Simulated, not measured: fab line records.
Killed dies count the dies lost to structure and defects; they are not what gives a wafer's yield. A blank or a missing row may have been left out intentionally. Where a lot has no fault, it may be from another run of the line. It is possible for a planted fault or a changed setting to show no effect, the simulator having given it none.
Matching of chambers || flow nand_harc || 3 sister chambers for NHARC_A_M1_DEP_33 on pecvd-04
The step deposits SiCN, target thk 30 nm. 3 wafers are shown with their chamber, then 8 later ones without.

== WAFERS, EACH WITH ITS CHAMBER ==
{"wafer": "L086.1", "chamber": 0, "heater_power_w (W)": 598}
{"wafer": "L086.2", "chamber": 2, "heater_power_w (W)": 677}
{"wafer": "L089.1", "chamber": 1, "heater_power_w (W)": 757}

== WAFERS WITHOUT THEIR CHAMBER ==
{"wafer": "L089.3", "heater_power_w (W)": 630}
{"wafer": "L089.6", "heater_power_w (W)": 632}
{"wafer": "L093.1", "heater_power_w (W)": 743}
{"wafer": "L093.2", "heater_power_w (W)": 622}
{"wafer": "L093.6", "heater_power_w (W)": 686}
{"wafer": "L097.1", "heater_power_w (W)": 673}
{"wafer": "L097.4", "heater_power_w (W)": 722}
{"wafer": "L097.5", "heater_power_w (W)": 683}

== EACH ONE'S CHAMBER ==
{"wafer": "L089.3", "from the rows above": "can't be placed: 0 or 2", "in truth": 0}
{"wafer": "L089.6", "from the rows above": "can't be placed: 0 or 2", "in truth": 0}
{"wafer": "L093.1", "from the rows above": 1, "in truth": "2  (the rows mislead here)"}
{"wafer": "L093.2", "from the rows above": "can't be placed: 0 or 2", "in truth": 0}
{"wafer": "L093.6", "from the rows above": 2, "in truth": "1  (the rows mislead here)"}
{"wafer": "L097.1", "from the rows above": 2, "in truth": 2}
{"wafer": "L097.4", "from the rows above": "can't be placed: 1 or 2", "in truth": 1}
{"wafer": "L097.5", "from the rows above": 2, "in truth": 2}
2 of 8 placed correctly. Cannot be placed on the basis of these rows: 4; the candidates contain the true chamber in 4. Number placed wrongly: 2.
How it was worked out, from the rows above alone: a wafer's distance from a chamber is the root of the sum, over the readings, of the square of ((its reading less the chamber's mean) divided by the reading's scatter). The wafer belongs to the nearest chamber; if the next one is less than 2 further off, it can't be placed. A chamber's mean is the mean of its shown wafers. The scatter (one wafer shown for each chamber): square how far every hidden wafer sits from the nearest shown wafer, average those squares and take the square root.
